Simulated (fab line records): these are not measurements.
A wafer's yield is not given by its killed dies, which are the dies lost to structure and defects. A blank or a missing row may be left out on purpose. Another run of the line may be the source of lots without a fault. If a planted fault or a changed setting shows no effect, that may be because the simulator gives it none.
Chamber matching ; flow n5_finfet ; rie_diel-06 running N5_BEOL_M12_VIA_ETCH_16: 4 sister chambers
The step etches SiOC in C4F8/O2/Ar, target depth 724.8 nm. 8 wafers are shown with their chamber, then 11 later ones without.

EACH WAFER AND ITS CHAMBER
wafer;chamber;drypump_motor_current_A (A);showerhead_plenum_p_Torr (Torr)
L079.1;3;5.0;3.51
L079.3;0;6.4;3.53
L077.4;0;6.3;3.53
L080.5;2;5.9;3.35
L083.2;1;6.5;3.58
L083.3;3;5.0;3.50
L083.4;2;5.9;3.35
L085.1;1;6.5;3.58

WAFERS WITH NO CHAMBER GIVEN
wafer;drypump_motor_current_A (A);showerhead_plenum_p_Torr (Torr)
L085.3;5.1;3.50
L085.4;6.3;3.52
L084.1;5.1;3.50
L084.2;6.5;3.58
L084.3;6.3;3.52
L087.3;5.9;3.35
L087.4;6.5;3.58
L087.5;5.9;3.35
L093.3;5.0;3.49
L093.4;6.5;3.57
L093.5;5.9;3.34

WHICH CHAMBER EACH WENT THROUGH
wafer;from the rows above;in truth
L085.3;3;3
L085.4;0;0
L084.1;3;3
L084.2;1;1
L084.3;0;0
L087.3;2;2
L087.4;1;1
L087.5;2;2
L093.3;3;3
L093.4;1;1
L093.5;2;2
Correctly placed: 11 of 11. Left unplaced by these rows: 0. Wrongly placed: 0.
How it was worked out, from the rows above alone: a wafer's distance from a chamber is the root of the sum, over the readings, of the square of ((its reading less the chamber's mean) divided by the reading's scatter). The wafer belongs to the nearest chamber; if the next one is less than 2 further off, it can't be placed. The mean given for a chamber averages the wafers shown for that chamber. The scatter: the root of (the sum of the squares of (reading less its chamber's mean) over the shown wafers, divided by (wafers less chambers)).
